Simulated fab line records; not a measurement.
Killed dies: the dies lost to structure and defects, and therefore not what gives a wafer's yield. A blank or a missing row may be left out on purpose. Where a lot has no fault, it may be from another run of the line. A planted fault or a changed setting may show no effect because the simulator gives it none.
Matching of chambers ; flow n5 finfet ; N5_BEOL_M0_SAQP_ETCH_84 on rie diel-06: 4 sister chambers
The step etches SOC in N2/H2, target depth 100 nm, overetch 20 nm, time 150 s. 20 wafers are shown with their chamber, then 10 later ones without.

WAFERS, EACH WITH ITS CHAMBER
wafer;chamber;showerhead plenum p Torr (Torr);drypump motor current A (A);oes product au (a.u.)
L074.3;1;2.66;5.41;0.70
L074.4;3;2.48;5.81;0.81
L074.6;3;2.48;5.84;0.80
L076.3;2;2.55;5.84;0.69
L076.5;0;2.51;6.09;0.66
L076.6;1;2.66;5.41;0.70
L078.3;0;2.51;6.11;0.65
L078.5;2;2.55;5.81;0.69
L078.6;3;2.47;5.86;0.79
L079.2;1;2.65;5.41;0.69
L079.3;0;2.51;6.10;0.65
L079.6;0;2.51;6.08;0.65
L082.4;3;2.47;5.85;0.77
L082.5;2;2.55;5.85;0.67
L082.6;3;2.47;5.85;0.78
L085.2;1;2.65;5.42;0.68
L085.3;3;2.47;5.86;0.77
L085.4;1;2.65;5.43;0.68
L087.1;1;2.65;5.41;0.67
L087.4;3;2.46;5.84;0.76

SIGNATURES (means of the wafers above)
reading;chamber 0;chamber 1;chamber 2;chamber 3;scatter within a chamber
showerhead plenum p Torr;2.5100;2.6533;2.5500;2.4714;0.00512
drypump motor current A;6.0950;5.4150;5.8333;5.8443;0.0148
oes product au;0.6525;0.6867;0.6833;0.7829;0.0137
Rule: for each reading, subtract the chamber's mean from the wafer's reading, divide by that reading's scatter and square the result; add these up over the readings and take the root, which gives the wafer's distance from the chamber. The wafer belongs to the nearest chamber; if the next one is less than 2 further off, it can't be placed. How the scatter is found: for the shown wafers, subtract from each reading the mean of its chamber, square and add these, divide the total by (wafers less chambers), then take the root.

WAFERS MISSING THEIR CHAMBER
wafer;showerhead plenum p Torr (Torr);drypump motor current A (A);oes product au (a.u.)
L087.5;2.50;6.13;0.65
L093.2;2.46;5.84;0.75
L093.4;2.54;5.85;0.66
L093.5;2.64;5.40;0.68
L094.3;2.50;6.10;0.64
L094.4;2.46;5.85;0.75
L094.5;2.54;5.85;0.67
L097.2;2.50;6.10;0.63
L097.3;2.64;5.42;0.66
L097.5;2.50;6.09;0.63

EACH ONE'S CHAMBER
wafer;from the rows above;in truth
L087.5;0;0
L093.2;3;3
L093.4;2;2
L093.5;1;1
L094.3;0;0
L094.4;3;3
L094.5;2;2
L097.2;0;0
L097.3;1;1
L097.5;0;0
Placed correctly: 10 of 10. Can't be placed from these rows: 0. 0 placed wrongly.
